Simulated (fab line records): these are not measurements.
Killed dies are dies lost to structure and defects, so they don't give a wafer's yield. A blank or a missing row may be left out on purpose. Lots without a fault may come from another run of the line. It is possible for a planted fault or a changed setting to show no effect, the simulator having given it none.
fab line records    flow n5Finfet    part 1 of 2: steps 1 to 25 of 35
record lots=5  wafers=15  lastDay=17
route steps=1938 shown BEOL_M10@1517 BEOL_M11@1536
lots untouched by any fault: they come from a run of this same line in which no faults occurred
startH: start of the lot's first displayed wafer, in hours after the record's first day    waitH: time in hours since the lot's previous step    " same as the row above    L1.1+2: several wafers, shown together as one row    - no value, or no start was given    * or withheld: withheld    < > ~ a bound
route shown NAME@n: a module of which the file shows steps, and the number in the route of the first    usual: mean and standard deviation over wafers with no fault    same: alike in all rows    chamber/n: place in a boat    sites: readings site by site    _std_site: their standard deviation    _edge_site: mean of outer sites minus mean of inner sites    radiusMm: for every site, how far away it sits from the centre of the wafer    mask NAME#n: copy n    behind: the most recent tool/chamber to have shaped the wafer    hold: reason for holding the lot/hours on hold/outcome of the hold    device: whichever transistor did not switch (one of n, p or np)    end of line: tests of these same wafers at the route's end    a step without rows: its recipe alone    killed: at the first sort, the dies lost to defects and structure; wafer yield is something else    map: dies across one wafer; x = killed, . = not, _ = none there
set.NAME: setting as actually run; set.NAME@STEP: the setting as run at that earlier step    model.NAME: the simulator's own value behind a step, which no gauge read
a table for each step, a row for each wafer; lots at some steps of the route
services: a tool's chamber out of use, with start hour (startH, from the record's first day; less than 0 if before it), hours out, and reason
## steps
# step N5_BEOL_M10_SRD_40
# recipe timeS=30  tempC=23  rinseLiquid=diw  dry=ipaMarangoni
lot.wafer   tool         chamber  startH  waitH
L074.1+4+6  wetBench-01  7,2,0    224.67  0.0
L080.1+4+5  wetBench-01  2,6,4    258.52  0.0
L085.4+5+6  wetBench-05  7,2,1    305.44  0.0
L087.1+2+6  wetBench-06  0,7,6    308.80  0.0
L092.3+4+6  wetBench-06  0,7,6    338.89  0.0
# step N5_BEOL_M10_PRECLEAN_42
# recipe chemistry=residueRemover  timeS=60  tempC=40
lot.wafer   tool         chamber  startH  waitH
L074.1+4+6  wetBench-01  7,2,0    224.68  0.0
L080.1+4+5  wetBench-01  2,6,4    258.53  0.0
L085.4+5+6  wetBench-05  7,2,1    305.48  0.0
L087.1+2+6  wetBench-06  0,7,6    308.82  0.0
L092.3+4+6  wetBench-06  0,7,6    338.90  0.0
# step N5_BEOL_M10_SRD_43
# recipe timeS=30  tempC=23  rinseLiquid=diw  dry=ipaMarangoni
lot.wafer   tool         chamber  startH  waitH
L074.1+4+6  wetBench-01  7,2,0    224.70  0.0
L080.1+4+5  wetBench-01  2,6,4    258.55  0.0
L085.4+5+6  wetBench-05  7,2,1    305.51  0.0
L087.1+2+6  wetBench-06  0,7,6    308.84  0.0
L092.3+4+6  wetBench-06  0,7,6    338.92  0.0
# step N5_BEOL_M10_CD_MEAS_35
# recipe targetCdNm=70  polarity=opening
# usual cdNm=69.8/0.64
lot.wafer  tool      chamber  startH  waitH  cdNm
L074.1     cdSem-02  -        224.74  0.0    70.3
L074.4     "         -        "       "      70.7
L074.6     "         -        "       "      70.4
L080.1     cdSem-03  -        258.59  0.0    69.7
L080.4     "         -        "       "      70.8
L080.5     "         -        "       "      70.5
L085.4     cdSem-03  -        305.57  0.0    69.0
L085.5     "         -        "       "      68.7
L085.6     "         -        "       "      69.6
L087.1     cdSem-01  -        308.88  0.0    69.7
L087.2     "         -        "       "      69.7
L087.6     "         -        "       "      69.0
L092.3     cdSem-02  -        338.97  0.0    70.3
L092.4     "         -        "       "      70.0
L092.6     "         -        "       "      69.4
# step N5_BEOL_M10_CURE_72
# recipe tempC=370  timeS=120  ambient=DMADMS/He  material=SiCOH_lowk
# usual lampPowerPct=52.32/0.053  wafer_temp_C_max=371.9/0.48
lot.wafer  tool       chamber  startH  waitH  lampPowerPct  wafer_temp_C_max
L074.1     uvCure-03  1        224.80  0.1    52.29         371.3
L074.4     "          1        "       "      52.24         371.6
L074.6     "          1        "       "      52.20         371.5
L080.1     uvCure-02  0        258.63  0.0    52.39         371.9
L080.4     "          0        "       "      52.22         372.0
L080.5     "          0        "       "      52.31         371.7
L085.4     uvCure-01  0        305.98  0.4    52.37         373.0
L085.5     "          0        "       "      52.33         372.4
L085.6     "          0        "       "      52.38         372.4
L087.1     uvCure-02  2        308.92  0.0    52.31         371.8
L087.2     "          2        "       "      52.28         371.8
L087.6     "          2        "       "      52.37         371.7
L092.3     uvCure-01  2        339.11  0.1    52.37         372.1
L092.4     "          2        "       "      52.29         372.2
L092.6     "          2        "       "      52.42         371.4
# step N5_BEOL_M10_DEGAS_44
# recipe ambient=vacuum  tempC=250  timeS=60
# usual heaterPowerW=323/36
lot.wafer  tool           chamber  startH  waitH  heaterPowerW
L074.1     pvdSputter-03  -        226.92  2.1    349
L074.4     "              -        "       "      279
L074.6     "              -        "       "      383
L080.1     pvdSputter-02  -        258.95  0.3    283
L080.4     "              -        "       "      370
L080.5     "              -        "       "      272
L085.4     pvdSputter-01  -        306.31  0.2    317
L085.5     "              -        "       "      318
L085.6     "              -        "       "      342
L087.1     pvdSputter-01  -        309.34  0.4    316
L087.2     "              -        "       "      317
L087.6     "              -        "       "      310
L092.3     pvdSputter-02  -        341.29  2.1    348
L092.4     "              -        "       "      289
L092.6     "              -        "       "      267
# step N5_BEOL_M10_PRE_CLEAN_45
# recipe gas=H2/He  timeS=30  tempC=250
# usual heaterPowerW=324/37
lot.wafer  tool           chamber  startH  waitH  heaterPowerW
L074.1     pvdSputter-03  -        226.96  0.0    337
L074.4     "              -        "       "      281
L074.6     "              -        "       "      389
L080.1     pvdSputter-02  -        258.99  0.0    286
L080.4     "              -        "       "      375
L080.5     "              -        "       "      268
L085.4     pvdSputter-01  -        306.35  0.0    321
L085.5     "              -        "       "      318
L085.6     "              -        "       "      333
L087.1     pvdSputter-01  -        309.38  0.0    321
L087.2     "              -        "       "      328
L087.6     "              -        "       "      326
L092.3     pvdSputter-02  -        341.33  0.0    360
L092.4     "              -        "       "      290
L092.6     "              -        "       "      272
# step N5_BEOL_M10_ALD_74
# recipe material=TaN  targetThkA=20  tempC=275  aldPrecursorFamily=PDMAT  aldCoReactant=NH3  pressureTorr=3  carrierFlowSccm=1500  pulseTimeS=2  purgeTimeS=3  coReactantPurgeTimeS=2  coReactantPulseTimeS=3  aldCycles=40  precursorVesselTempC=75  precursorVesselPressureTorr=26.25  precursorVesselCarrierSccm=1000
# usual heaterPowerW=408/43
lot.wafer  tool         chamber  startH  waitH  heaterPowerW
L074.1     aldMetal-04  2        227.02  0.0    398
L074.4     "            3        "       "      377
L074.6     "            0        "       "      478
L080.1     aldMetal-03  1        259.05  0.0    406
L080.4     "            2        "       "      315
L080.5     "            2        "       "      314
L085.4     aldMetal-03  3        306.41  0.0    434
L085.5     "            3        "       "      444
L085.6     "            2        "       "      316
L087.1     aldMetal-03  0        309.44  0.0    399
L087.2     "            3        "       "      452
L087.6     "            3        "       "      458
L092.3     aldMetal-01  1        341.39  0.0    421
L092.4     "            0        "       "      454
L092.6     "            2        "       "      431
# step N5_BEOL_M10_SURFACE_TREAT_76
# recipe gas=Ar  timeS=*  ionEnergyEv=*  ionCurrentMaCm2=0.5  pressureMtorr=*  arFlowSccm=30
# usual throttleValvePct=*
lot.wafer  tool           chamber  startH  waitH  throttleValvePct
L074.1     pvdSputter-02  -        227.30  0.2    *
L074.4     "              -        "       "      *
L074.6     "              -        "       "      *
L080.1     pvdSputter-02  -        259.47  0.3    *
L080.4     "              -        "       "      *
L080.5     "              -        "       "      *
L085.4     pvdSputter-01  -        306.69  0.2    *
L085.5     "              -        "       "      *
L085.6     "              -        "       "      *
L087.1     pvdSputter-02  -        309.74  0.2    *
L087.2     "              -        "       "      *
L087.6     "              -        "       "      *
L092.3     pvdSputter-02  -        341.77  0.2    *
L092.4     "              -        "       "      *
L092.6     "              -        "       "      *
# step N5_BEOL_M10_CVD_75
# recipe material=Co  targetThkA=20  tempC=withheld  precursor=CCTBA/H2  pressureTorr=30  timeS=138.9
lot.wafer   tool      chamber  startH  waitH
L074.1+4+6  cvdCo-01  0,2,0    227.36  0.0
L080.1+4+5  cvdCo-02  2,0,1    259.76  0.3
L085.4+5+6  cvdCo-01  1,0,2    306.79  0.1
L087.1+2+6  cvdCo-02  2,0,0    309.80  0.0
L092.3+4+6  cvdCo-02  2,0,0    341.90  0.1
# step N5_BEOL_M10_SPUTTER_48
# recipe material=Cu  targetThkA=120  tempC=-20  biasV=60  powerW=26000  chamberPressurePa=0.13  timeS=2
# usual chamberPressurePa=0.13002/0.00028  throttleValvePct=30.0/0.68
lot.wafer  tool           chamber  startH  waitH  chamberPressurePa  throttleValvePct
L074.1     pvdSputter-03  -        227.52  0.1    0.12985            30.9
L074.4     "              -        "       "      0.1298             30.7
L074.6     "              -        "       "      0.12981            30.6
L080.1     pvdSputter-03  -        260.07  0.3    0.13024            30.8
L080.4     "              -        "       "      0.13034            31.0
L080.5     "              -        "       "      0.13007            30.0
L085.4     pvdSputter-01  -        306.87  0.0    0.12989            29.6
L085.5     "              -        "       "      0.1303             29.4
L085.6     "              -        "       "      0.12998            30.8
L087.1     pvdSputter-03  -        309.91  0.1    0.12999            30.7
L087.2     "              -        "       "      0.13001            30.6
L087.6     "              -        "       "      0.13006            30.4
L092.3     pvdSputter-02  -        342.01  0.1    0.12995            30.2
L092.4     "              -        "       "      0.12964            29.1
L092.6     "              -        "       "      0.12983            30.8
# step N5_BEOL_M10_ECD_50
# recipe material=Cu  targetThkA=3180
lot.wafer   tool      chamber  startH  waitH
L074.1+4+6  ecdCu-01  1        227.64  0.1
L080.1+4+5  ecdCu-02  1,0,0    260.19  0.1
L085.4+5+6  ecdCu-01  1,1,0    307.02  0.1
L087.1+2+6  ecdCu-02  1,0,1    310.03  0.1
L092.3+4+6  ecdCu-01  1,0,0    342.16  0.1
# step N5_BEOL_M10_ANNEAL_51
# recipe tempC=225  timeS=90  ambient=N2
# usual wafer_temp_C_max=226.13/0.25
lot.wafer  tool          chamber  startH  waitH  wafer_temp_C_max
L074.1     rtpAnneal-01  0        227.75  0.1    226.53
L074.4     "             0        "       "      226.19
L074.6     "             0        "       "      226.32
L080.1     rtpAnneal-02  0        260.42  0.2    225.82
L080.4     "             0        "       "      226.04
L080.5     "             0        "       "      225.96
L085.4     rtpAnneal-02  0        307.37  0.3    226.62
L085.5     "             0        "       "      226.70
L085.6     "             0        "       "      226.10
L087.1     rtpAnneal-01  0        311.55  1.5    226.52
L087.2     "             0        "       "      226.10
L087.6     "             0        "       "      226.18
L092.3     rtpAnneal-02  0        342.33  0.1    226.03
L092.4     "             0        "       "      226.27
L092.6     "             0        "       "      226.42
# step N5_BEOL_M10_CMP_52
# recipe stopOn=SiCOH_lowk  tOverpolishS=7  downForcePsi=1  platenRpm=50  clearingPlatenDownForcePsi=1.5  clearingPlatenRpm=50  postCmpClean=cuAlkaline  targetThkNm=140  clearingPlatenPadVelocityMS=0.99484  padVelocityMS=0.99484
# usual barrierFieldEndpointS=28.7/0.87  headPressurePsi=1.0000/0.002  motorCurrentA=5.7/0.41  overpolishRunS=6.999/0.0085  platenRpm=50.00/0.032  slurryFlowMlMin=150.1/0.45  timeToEndpointS=66/3.9
lot.wafer  tool    chamber  startH  waitH  barrierFieldEndpointS  headPressurePsi  motorCurrentA  overpolishRunS  platenRpm  slurryFlowMlMin  timeToEndpointS
L074.1     cmp-01  1        228.06  0.3    28.6                   1.0012           5.8            6.996           50.07      151.3            69
L074.4     "       3        "       "      30.4                   0.9975           5.9            7.000           49.96      150.0            76
L074.6     "       2        "       "      28.5                   0.9999           5.9            7.001           50.03      150.4            65
L080.1     cmp-04  0        260.76  0.3    27.8                   0.9986           5.5            6.989           50.03      150.4            63
L080.4     "       2        "       "      29.1                   0.9990           5.7            7.004           49.99      150.1            66
L080.5     "       3        "       "      27.6                   1.0015           4.9            6.985           50.02      149.8            60
L085.4     cmp-01  2        307.67  0.2    28.1                   0.9987           6.1            6.998           50.00      150.0            61
L085.6     "       2        "       "      29.1                   0.9981           6.5            6.984           50.04      150.6            63
L085.5     "       3        "       "      30.8                   0.9986           5.8            6.997           49.96      150.4            73
L087.2     cmp-01  0        311.89  0.2    29.2                   1.0009           5.3            7.003           50.04      149.7            68
L087.1     "       1        "       "      29.8                   1.0006           5.7            6.990           50.03      150.0            72
L087.6     "       0        "       "      28.9                   0.9998           5.4            7.005           50.04      150.4            69
L092.3     cmp-04  0        342.54  0.2    27.2                   1.0011           5.5            6.996           50.02      150.4            62
L092.4     "       2        "       "      27.9                   1.0045           5.5            6.991           50.00      149.8            65
L092.6     "       0        "       "      28.0                   1.0036           5.6            7.003           50.08      150.2            63
# step N5_BEOL_M10_THK_MEAS_53
# recipe thkMeasGauge=xrf  reads=Cu_of_BEOL_M10_ECD_50
# usual M10_THK=138.0/2.7
lot.wafer  tool          chamber  startH  waitH  M10_THK[nm]
L074.1     filmMetro-02  -        228.35  -      137.9
L074.4     "             -        "       "      142.7
L074.6     "             -        "       "      140.7
L080.1     filmMetro-02  -        261.01  -      137.6
L080.4     "             -        "       "      142.3
L080.5     "             -        "       "      141.6
L085.4     filmMetro-02  -        307.97  -      133.7
L085.5     "             -        "       "      136.9
L085.6     "             -        "       "      137.7
L087.1     filmMetro-01  -        312.15  -      140.3
L087.2     "             -        "       "      140.5
L087.6     "             -        "       "      137.9
L092.3     filmMetro-02  -        342.83  -      134.6
L092.4     "             -        "       "      134.9
L092.6     "             -        "       "      137.9
# step N5_BEOL_M10_PRE_CLEAN_55
# recipe gas=NH3  timeS=15  tempC=withheld  rfPowerW=300
lot.wafer   tool      chamber  startH  waitH
L074.1+4+6  pecvd-02  1,1,0    228.39  0.0
L080.1+4+5  pecvd-01  0,1,0    261.05  0.0
L085.4+5+6  pecvd-02  0,2,1    308.01  0.0
L087.1+2+6  pecvd-02  1,2,0    312.18  0.0
L092.3+4+6  pecvd-04  1,2,1    342.87  0.0
# step N5_BEOL_M10_DEP_56
# recipe material=SiCN  targetThkA=150  tempC=withheld  precursor=3MS/NH3  pressureTorr=3  rfW=202  timeS=26.5
# usual showerheadPlenumPTorr=3.666/0.015  throttleValvePct=9.1/0.41
lot.wafer  tool      chamber  startH  waitH  showerheadPlenumPTorr  throttleValvePct
L074.1     pecvd-02  1        228.43  0.0    3.644                  9.5
L074.4     "         1        "       "      3.655                  9.7
L074.6     "         0        "       "      3.677                  8.4
L080.1     pecvd-01  0        261.08  0.0    3.650                  9.5
L080.4     "         1        "       "      3.663                  8.9
L080.5     "         0        "       "      3.656                  9.7
L085.4     pecvd-02  0        308.05  0.0    3.683                  8.8
L085.5     "         2        "       "      3.683                  8.6
L085.6     "         1        "       "      3.659                  9.6
L087.1     pecvd-02  1        312.21  0.0    3.657                  9.6
L087.2     "         2        "       "      3.674                  8.7
L087.6     "         0        "       "      3.683                  8.8
L092.3     pecvd-04  1        342.89  0.0    3.688                  9.2
L092.4     "         2        "       "      3.649                  9.5
L092.6     "         1        "       "      3.688                  8.8
# step N5_BEOL_M10_RS_MEAS_57
# recipe thkMeasGauge=four-point-probe  reads=Cu_of_BEOL_M10_ECD_50+Co_of_BEOL_M10_CVD_75+TaN_of_BEOL_M10_ALD_74
# usual M10_RS=0.152/0.0033
lot.wafer  tool          chamber  startH  waitH  M10_RS[ohm/sq]
L074.1     filmMetro-02  -        228.52  0.1    0.153
L074.4     "             -        "       "      0.149
L074.6     "             -        "       "      0.150
L080.1     filmMetro-02  -        261.15  0.1    0.154
L080.4     "             -        "       "      0.150
L080.5     "             -        "       "      0.150
L085.4     filmMetro-01  -        308.10  0.0    0.157
L085.5     "             -        "       "      0.152
L085.6     "             -        "       "      0.151
L087.1     filmMetro-01  -        312.28  0.1    0.148
L087.2     "             -        "       "      0.148
L087.6     "             -        "       "      0.150
L092.3     filmMetro-02  -        342.97  0.1    0.157
L092.4     "             -        "       "      0.159
L092.6     "             -        "       "      0.153
# step N5_BEOL_M10_INSPECT_58
# recipe inspectInstrument=darkfield  mode=postDep
# usual rawDefectCount=62/21
lot.wafer  tool              chamber  startH  waitH  rawDefectCount
L074.1     defectInspect-02  -        228.55  0.0    51
L074.4     "                 -        "       "      50
L074.6     "                 -        "       "      67
L080.1     defectInspect-02  -        261.18  0.0    68
L080.4     "                 -        "       "      64
L080.5     "                 -        "       "      29
L085.4     defectInspect-01  -        308.13  0.0    103
L085.5     "                 -        "       "      103
L085.6     "                 -        "       "      105
L087.1     defectInspect-02  -        312.31  0.0    95
L087.2     "                 -        "       "      79
L087.6     "                 -        "       "      39
L092.3     defectInspect-02  -        342.99  0.0    70
L092.4     "                 -        "       "      36
L092.6     "                 -        "       "      74
# step N5_BEOL_M11_ILD_DEP_00
# recipe material=SiCOH_lowk  targetThkA=3085.1  tempC=300  precursor=DEMS/porogen  pressureTorr=5  rfW=500  timeS=58
# usual heaterPowerW=299/44  showerheadPlenumPTorr=5.742/0.012  throttleValvePct=14.0/0.63
lot.wafer  tool      chamber  startH  waitH  heaterPowerW  showerheadPlenumPTorr  throttleValvePct
L074.1     pecvd-01  1        228.58  0.0    305           5.761                  13.4
L074.4     "         2        "       "      272           5.733                  13.9
L074.6     "         1        "       "      320           5.735                  13.6
L080.1     pecvd-02  0        261.21  0.0    312           5.753                  13.4
L080.4     "         2        "       "      364           5.750                  12.6
L080.5     "         1        "       "      320           5.731                  14.9
L085.4     pecvd-01  0        308.19  0.1    339           5.730                  14.6
L085.5     "         1        "       "      351           5.731                  13.5
L085.6     "         2        "       "      297           5.751                  13.9
L087.1     pecvd-02  1        312.35  0.0    262           5.732                  14.7
L087.2     "         0        "       "      307           5.762                  13.6
L087.6     "         0        "       "      320           5.755                  13.3
L092.3     pecvd-03  0        343.03  0.0    211           5.756                  15.0
L092.4     "         2        "       "      277           5.733                  13.6
L092.6     "         0        "       "      205           5.740                  15.3
# step N5_BEOL_M11_CURE_71
# recipe tempC=385  timeS=240  ambient=He/Ar  material=SiCOH_lowk
# usual lampPowerPct=52.31/0.048  wafer_temp_C_max=387.0/0.56
lot.wafer  tool       chamber  startH  waitH  lampPowerPct  wafer_temp_C_max
L074.1     uvCure-03  1        228.66  0.0    52.31         386.7
L074.4     "          1        "       "      52.34         386.6
L074.6     "          1        "       "      52.39         386.7
L080.1     uvCure-02  0        261.29  0.0    52.35         387.0
L080.4     "          0        "       "      52.27         386.2
L080.5     "          0        "       "      52.35         386.8
L085.4     uvCure-02  2        308.48  0.3    52.38         386.4
L085.5     "          2        "       "      52.37         386.5
L085.6     "          2        "       "      52.32         386.4
L087.1     uvCure-01  0        312.97  0.6    52.30         388.7
L087.2     "          0        "       "      52.32         387.7
L087.6     "          0        "       "      52.27         387.9
L092.3     uvCure-02  0        343.27  0.2    52.31         386.6
L092.4     "          0        "       "      52.34         387.6
L092.6     "          0        "       "      52.31         387.4
# step N5_BEOL_M11_THK_MEAS_01
# recipe reads=SiCOH_lowk_of_BEOL_M11_ILD_DEP_00
# usual M11_ILD_THK=268/3.4
lot.wafer  tool          chamber  startH  waitH  M11_ILD_THK[nm]
L074.1     filmMetro-01  -        229.17  0.4    263
L074.4     "             -        "       "      269
L074.6     "             -        "       "      267
L080.1     filmMetro-02  -        261.80  0.4    264
L080.4     "             -        "       "      266
L080.5     "             -        "       "      269
L085.4     filmMetro-02  -        308.76  0.2    268
L085.5     "             -        "       "      270
L085.6     "             -        "       "      273
L087.1     filmMetro-02  -        313.96  0.8    269
L087.2     "             -        "       "      269
L087.6     "             -        "       "      275
L092.3     filmMetro-02  -        343.62  0.3    270
L092.4     "             -        "       "      269
L092.6     "             -        "       "      273
# step N5_BEOL_M11_PECVD_70
# recipe material=SiO2  targetThkA=200  tempC=400  precursor=TEOS/O2  pressureTorr=5.5  rfW=450  teosFlowSccm=53.8  gas=O2  flowSccm=3000  timeS=22.7
# usual heaterPowerW=694/86  showerheadPlenumPTorr=8.78/0.039  throttleValvePct=22.7/0.97
lot.wafer  tool      chamber  startH  waitH  heaterPowerW  showerheadPlenumPTorr  throttleValvePct
L074.1     pecvd-01  1        229.21  0.0    814           8.77                   22.2
L074.4     "         1        "       "      781           8.78                   21.8
L074.6     "         2        "       "      766           8.80                   22.4
L080.1     pecvd-03  0        261.84  0.0    515           8.81                   24.2
L080.4     "         1        "       "      543           8.82                   23.3
L080.5     "         0        "       "      527           8.82                   24.6
L085.4     pecvd-02  1        308.81  0.1    667           8.74                   23.7
L085.5     "         2        "       "      784           8.84                   20.9
L085.6     "         0        "       "      715           8.88                   21.6
L087.1     pecvd-01  2        314.00  0.0    747           8.79                   22.4
L087.2     "         1        "       "      780           8.77                   22.0
L087.6     "         1        "       "      767           8.77                   22.0
L092.3     pecvd-01  0        343.66  0.0    776           8.72                   23.5
L092.4     "         0        "       "      772           8.74                   23.4
L092.6     "         2        "       "      740           8.81                   22.4
# step N5_BEOL_M11_HM_DEP_02
# recipe material=TiN  targetThkA=200  tempC=25  chamberPressurePa=0.49996
# usual chamberPressurePa=0.5000/0.001  throttleValvePct=30.1/0.63
lot.wafer  tool           chamber  startH  waitH  chamberPressurePa  throttleValvePct
L074.1     pvdSputter-02  -        230.32  1.1    0.5017             30.0
L074.4     "              -        "       "      0.4998             30.6
L074.6     "              -        "       "      0.5019             29.1
L080.1     pvdSputter-02  -        264.62  2.8    0.4982             29.8
L080.4     "              -        "       "      0.4989             29.1
L080.5     "              -        "       "      0.5002             30.2
L085.4     pvdSputter-01  -        309.14  0.3    0.5004             30.4
L085.5     "              -        "       "      0.4998             30.7
L085.6     "              -        "       "      0.5005             29.4
L087.1     pvdSputter-02  -        315.67  1.6    0.4999             30.9
L087.2     "              -        "       "      0.5001             29.2
L087.6     "              -        "       "      0.5006             29.3
L092.3     pvdSputter-02  -        345.27  1.6    0.4985             29.5
L092.4     "              -        "       "      0.5006             29.8
L092.6     "              -        "       "      0.5002             29.8
# step N5_BEOL_M11_COAT_59
# recipe resist=SOC  tempC=250  timeS=60  spinRpm=1500  resistThkNm=100
# usual exhaustPa=45.1/0.85
lot.wafer  tool           chamber  startH  waitH  exhaustPa
L074.1     lithoTrack-01  0        230.45  0.1    45.7
L074.4     "              0        "       "      46.2
L074.6     "              0        "       "      45.3
L080.1     lithoTrack-03  0        264.75  0.1    45.4
L080.4     "              0        "       "      44.4
L080.5     "              0        "       "      44.1
L085.4     lithoTrack-01  0        309.27  0.1    45.3
L085.5     "              0        "       "      45.5
L085.6     "              0        "       "      45.5
L087.1     lithoTrack-01  0        315.80  0.1    46.0
L087.2     "              0        "       "      44.7
L087.6     "              0        "       "      44.0
L092.3     lithoTrack-02  0        345.40  0.1    44.2
L092.4     "              0        "       "      46.6
L092.6     "              0        "       "      44.8
